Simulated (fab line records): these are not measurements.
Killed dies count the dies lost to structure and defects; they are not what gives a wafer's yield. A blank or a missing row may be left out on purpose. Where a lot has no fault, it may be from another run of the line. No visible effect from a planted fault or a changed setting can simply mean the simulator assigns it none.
Which of the tools did it? -- flow n5_finfet -- 14 lots with 38 wafers sampled at 4 steps, on a route of 1938 steps

WHAT THE GAUGES READ, wafer by wafer
No reading from a measuring or inspecting step in the record can be judged against a usual standard deviation.

WHICH TOOL RAN EACH LOT (tool, then ch and the chambers of the sampled wafers, then the start)
lot,N5_DUMMY_GATE_HM_OPEN_21,N5_DUMMY_GATE_ETCH_44,N5_SPACER0_ALD_07,N5_SPACER0_ALD_00
L296,"rie_diel-01 ch 0,1, day 3 09:25","rie_si-04 ch 0,1,2, day 3 09:40","ald_sin-02 ch 1,2,3, day 3 10:06","ald_sin-02 ch 1,2,3, day 3 10:15"
L297,"rie_diel-04 ch 1,2, day 3 18:58","rie_si-06 ch 0,1, day 3 19:13","ald_sin-04 ch 0,2,3, day 3 19:43","ald_sin-04 ch 0,2,3, day 3 19:52"
L298,"rie_diel-03 ch 0,1,2, day 3 23:03","rie_si-04 ch 0,1, day 3 23:18","ald_sin-04 ch 1,3, day 4 00:41","ald_sin-04 ch 1,3, day 4 00:50"
L301,"rie_diel-03 ch 0,3, day 4 10:46","rie_si-05 ch 0,1,2, day 4 11:01","ald_sin-01 ch 0,1,3, day 4 11:28","ald_sin-01 ch 0,1,3, day 4 11:37"
L302,"rie_diel-04 ch 0,1,3, day 4 16:14","rie_si-05 ch 1,2, day 4 16:29","ald_sin-01 ch 1,3, day 4 16:59","ald_sin-01 ch 1,3, day 4 17:08"
L308,"rie_diel-03 ch 0,1,3, day 6 06:59","rie_si-04 ch 0,1,3, day 6 07:14","ald_sin-04 ch 1,2, day 6 07:40","ald_sin-04 ch 1,2, day 6 07:50"
L310,"rie_diel-01 ch 1,2, day 6 17:45","rie_si-04 ch 1, day 6 18:00","ald_sin-02 ch 1,2, day 6 18:42","ald_sin-02 ch 1,2, day 6 18:51"
L311,"rie_diel-04 ch 1,3, day 6 21:34","rie_si-04 ch 0,3, day 6 21:49","ald_sin-04 ch 0,2, day 6 22:50","ald_sin-04 ch 0,2, day 6 22:59"
L312,"rie_diel-01 ch 0,2, day 7 03:55","rie_si-06 ch 1,2,3, day 7 04:10","ald_sin-01 ch 0,2,3, day 7 04:38","ald_sin-01 ch 0,2,3, day 7 04:47"
L313,"rie_diel-01 ch 1,2,3, day 7 10:29","rie_si-05 ch 0,2, day 7 10:44","ald_sin-01 ch 0,1,2, day 7 11:42","ald_sin-01 ch 0,1,2, day 7 11:51"
L314,"rie_diel-04 ch 1,2, day 7 17:05","rie_si-06 ch 0,3, day 7 17:19","ald_sin-04 ch 0,3, day 7 18:06","ald_sin-04 ch 0,3, day 7 18:18"
L315,"rie_diel-01 ch 1, day 8 00:04","rie_si-05 ch 2, day 8 00:19","ald_sin-01 ch 0, day 8 00:45","ald_sin-01 ch 0, day 8 00:54"
L316,"rie_diel-01 ch 1,3, day 8 06:49","rie_si-05 ch 0,2, day 8 07:04","ald_sin-02 ch 0,1, day 8 07:30","ald_sin-02 ch 0,1, day 8 07:40"
L317,"rie_diel-04 ch 0,1,2, day 8 10:25","rie_si-06 ch 0,2,3, day 8 10:40","ald_sin-02 ch 0,3, day 8 12:12","ald_sin-02 ch 0,3, day 8 12:21"
- N5_DUMMY_GATE_HM_OPEN_21: chemistry CH3F/O2, target SiNx, target depth 120 nm, time 171.4 s.
- N5_DUMMY_GATE_ETCH_44: etches poly-Si in HBr/O2, stops on SiO2, target depth 127.5 nm.
- N5_SPACER0_ALD_07: deposits SiNx, target thk 2 nm.
- N5_SPACER0_ALD_00: deposits SiOCN, target thk 3.5 nm, pulse time 3 s, purge time 2 s.

WHAT THE TOOLS THEMSELVES READ (means of the sampled wafers that have a number; where no wafer has one, the mark that the record gives instead)
N5_DUMMY_GATE_HM_OPEN_21. Usual: chamber_pressure_mTorr 29.998 mTorr, standard deviation 0.026; drypump_motor_current_A 5.4 A, standard deviation 0.42; oes_product_au 0.80 a.u., standard deviation 0.1; rf_vpp_V 301 V, standard deviation 7.1; showerhead_plenum_p_Torr 1.99 Torr, standard deviation 0.069; throttle_valve_pct 16.52 %, standard deviation 0.24.
lot,tool,chamber_pressure_mTorr (mTorr),drypump_motor_current_A (A),oes_product_au (a.u.),rf_vpp_V (V),showerhead_plenum_p_Torr (Torr),throttle_valve_pct (%),flag
L296,rie_diel-01,30.000,5.3,0.72,304,1.92,16.73,
L297,rie_diel-04,29.998,5.3,0.78,300,1.99,16.38,
L298,rie_diel-03,30.007,5.2,0.77,297,1.99,16.55,
L301,rie_diel-03,30.003,5.4,0.76,293,1.93,16.56,
L302,rie_diel-04,29.997,5.8,0.77,302,2.04,16.63,
L308,rie_diel-03,29.991,5.6,0.85,301,2.05,16.44,
L310,rie_diel-01,30.000,5.2,0.86,309,1.96,16.48,
L311,rie_diel-04,30.012,5.9,0.79,302,2.02,16.51,
L312,rie_diel-01,30.004,5.4,0.86,312,1.93,16.29,
L313,rie_diel-01,30.016,5.4,0.90,302,2.00,16.35,
L314,rie_diel-04,30.009,5.2,0.76,296,1.96,16.39,
L315,rie_diel-01,30.000,5.1,0.74,302,1.96,16.91,
L316,rie_diel-01,30.001,5.3,0.85,296,2.02,16.51,
L317,rie_diel-04,30.002,5.2,0.80,300,1.99,16.42,

N5_DUMMY_GATE_ETCH_44. Usual: chamber_pressure_mTorr 20.000 mTorr, standard deviation 0.022; drypump_motor_current_A 5.7 A, standard deviation 0.54; oes_product_au 0.728 a.u., standard deviation 0.012; throttle_valve_pct 18.38 %, standard deviation 0.2.
lot,tool,chamber_pressure_mTorr (mTorr),drypump_motor_current_A (A),oes_product_au (a.u.),throttle_valve_pct (%),flag
L296,rie_si-04,20.010,5.3,0.733,18.42,
L297,rie_si-06,20.003,6.0,0.724,18.60,
L298,rie_si-04,20.013,5.5,0.730,18.36,
L301,rie_si-05,19.987,5.3,0.721,18.27,
L302,rie_si-05,20.017,5.2,0.736,18.12,
L308,rie_si-04,19.971,5.5,0.735,18.29,
L310,rie_si-04,20.000,5.2,0.722,18.37,
L311,rie_si-04,20.005,5.7,0.735,18.30,
L312,rie_si-06,20.005,6.2,0.726,18.42,
L313,rie_si-05,20.007,5.4,0.728,18.45,
L314,rie_si-06,20.013,5.6,0.738,18.54,
L315,rie_si-05,19.995,5.1,0.715,18.02,
L316,rie_si-05,20.024,5.3,0.734,18.33,
L317,rie_si-06,20.006,5.9,0.727,18.44,

N5_SPACER0_ALD_07. Usual: heater_power_w at 807 W, with a standard deviation of 73.
lot,tool,heater_power_w (W),flag
L296,ald_sin-02,860,
L297,ald_sin-04,711,
L298,ald_sin-04,725,
L301,ald_sin-01,812,
L302,ald_sin-01,823,
L308,ald_sin-04,801,
L310,ald_sin-02,829,
L311,ald_sin-04,748,
L312,ald_sin-01,835,
L313,ald_sin-01,845,
L314,ald_sin-04,692,
L315,ald_sin-01,790,
L316,ald_sin-02,812,
L317,ald_sin-02,889,

N5_SPACER0_ALD_00. Usual: heater_power_w 808 W, standard deviation 73; precursor_pulse_height_rel 0.996, standard deviation 0.019.
lot,tool,heater_power_w (W),precursor_pulse_height_rel,flag
L296,ald_sin-02,849,0.982,
L297,ald_sin-04,706,0.985,
L298,ald_sin-04,743,0.982,
L301,ald_sin-01,818,0.993,
L302,ald_sin-01,815,1.003,
L308,ald_sin-04,795,0.994,
L310,ald_sin-02,841,0.992,
L311,ald_sin-04,749,0.984,
L312,ald_sin-01,838,1.011,
L313,ald_sin-01,845,1.013,
L314,ald_sin-04,693,0.995,
L315,ald_sin-01,792,0.996,
L316,ald_sin-02,813,1.011,
L317,ald_sin-02,889,1.002,

THE ANSWER, worked out from the rows above alone
Rule: lot off if the mean of its wafers having a number is beyond 3 standard deviations from the usual mean. Also off: a lot with no number at a reading for which 4 or more lots have one. The other lots that the step has rows for count as sound. First the gauges in route order, then the tools' own readings, where a lot's mean is used as printed above. The first step at which some lot is off is used, and at that step the reading that is off furthest; a lot without a number counts as furthest.
No lot is off on any of the readings shown, so nothing can be concluded from this.

WHAT HAD BEEN PUT IN BY THE SIMULATOR
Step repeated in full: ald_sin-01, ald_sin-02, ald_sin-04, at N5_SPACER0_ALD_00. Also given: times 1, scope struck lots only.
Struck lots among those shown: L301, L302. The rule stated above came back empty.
